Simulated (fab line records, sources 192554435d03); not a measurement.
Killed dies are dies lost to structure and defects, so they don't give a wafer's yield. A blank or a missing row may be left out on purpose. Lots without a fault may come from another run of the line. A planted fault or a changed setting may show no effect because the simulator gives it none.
Chamber matching | flow n5_finfet | N5_SDB_DESCUM_16 on rie_diel-06: 4 sister chambers
The step chemistry O2, time 7.9 s. 22 wafers are shown with their chamber, then 11 later ones without.

WAFERS WITH THEIR CHAMBER
wafer  | chamber | drypump_motor_current_A (A) | showerhead_plenum_p_Torr (Torr) | throttle_valve_pct (%)
L076.2 | 0       | 6.2                         | 2.04                            | 20.38
L076.3 | 2       | 5.4                         | 2.03                            | 20.29
L076.5 | 3       | 6.6                         | 2.13                            | 20.58
L085.1 | 3       | 6.6                         | 2.13                            | 20.60
L085.2 | 1       | 4.9                         | 2.03                            | 20.72
L085.6 | 3       | 6.6                         | 2.13                            | 20.60
L088.1 | 1       | 4.8                         | 2.03                            | 20.71
L088.2 | 3       | 6.6                         | 2.12                            | 20.61
L088.3 | 0       | 6.3                         | 2.04                            | 20.42
L088.4 | 2       | 5.4                         | 2.02                            | 20.32
L088.5 | 1       | 4.8                         | 2.03                            | 20.71
L088.6 | 0       | 6.2                         | 2.04                            | 20.43
L089.2 | 2       | 5.4                         | 2.02                            | 20.31
L089.3 | 3       | 6.6                         | 2.12                            | 20.62
L089.5 | 3       | 6.6                         | 2.12                            | 20.61
L090.3 | 0       | 6.2                         | 2.03                            | 20.43
L090.4 | 1       | 4.8                         | 2.03                            | 20.73
L090.5 | 3       | 6.6                         | 2.12                            | 20.63
L092.1 | 1       | 4.9                         | 2.03                            | 20.72
L092.2 | 2       | 5.4                         | 2.02                            | 20.32
L092.3 | 0       | 6.3                         | 2.04                            | 20.44
L093.1 | 0       | 6.2                         | 2.03                            | 20.44

SIGNATURES (means of the wafers above)
reading                  | chamber 0 | chamber 1 | chamber 2 | chamber 3 | scatter within a chamber
drypump_motor_current_A  | 6.233     | 4.840     | 5.400     | 6.600     | 0.0375
showerhead_plenum_p_Torr | 2.0367    | 2.0300    | 2.0225    | 2.1243    | 0.00459
throttle_valve_pct       | 20.4233   | 20.7180   | 20.3100   | 20.6071   | 0.0166
Rule: a wafer's distance from a chamber is the root of the sum, over the readings, of the square of ((its reading less the chamber's mean) divided by the reading's scatter). The wafer belongs to the nearest chamber; if the next one is less than 2 further off, it can't be placed. The scatter: the root of (the sum of the squares of (reading less its chamber's mean) over the shown wafers, divided by (wafers less chambers)).

WAFERS WITHOUT THEIR CHAMBER
wafer  | drypump_motor_current_A (A) | showerhead_plenum_p_Torr (Torr) | throttle_valve_pct (%)
L093.2 | 5.4                         | 2.02                            | 20.32
L093.3 | 4.9                         | 2.03                            | 20.72
L093.4 | 6.6                         | 2.12                            | 20.64
L093.5 | 5.4                         | 2.02                            | 20.33
L093.6 | 6.6                         | 2.12                            | 20.62
L097.2 | 6.2                         | 2.03                            | 20.45
L097.4 | 6.6                         | 2.12                            | 20.64
L097.5 | 6.6                         | 2.12                            | 20.63
L096.1 | 6.6                         | 2.12                            | 20.64
L096.2 | 5.4                         | 2.01                            | 20.35
L096.4 | 6.2                         | 2.03                            | 20.44

WHICH CHAMBER EACH WENT THROUGH
wafer  | from the rows above | in truth
L093.2 | 2                   | 2
L093.3 | 1                   | 1
L093.4 | 3                   | 3
L093.5 | 2                   | 2
L093.6 | 3                   | 3
L097.2 | 0                   | 0
L097.4 | 3                   | 3
L097.5 | 3                   | 3
L096.1 | 3                   | 3
L096.2 | 2                   | 2
L096.4 | 0                   | 0
Placed correctly: 11 of 11. Can't be placed from these rows: 0. Placed wrongly: 0.
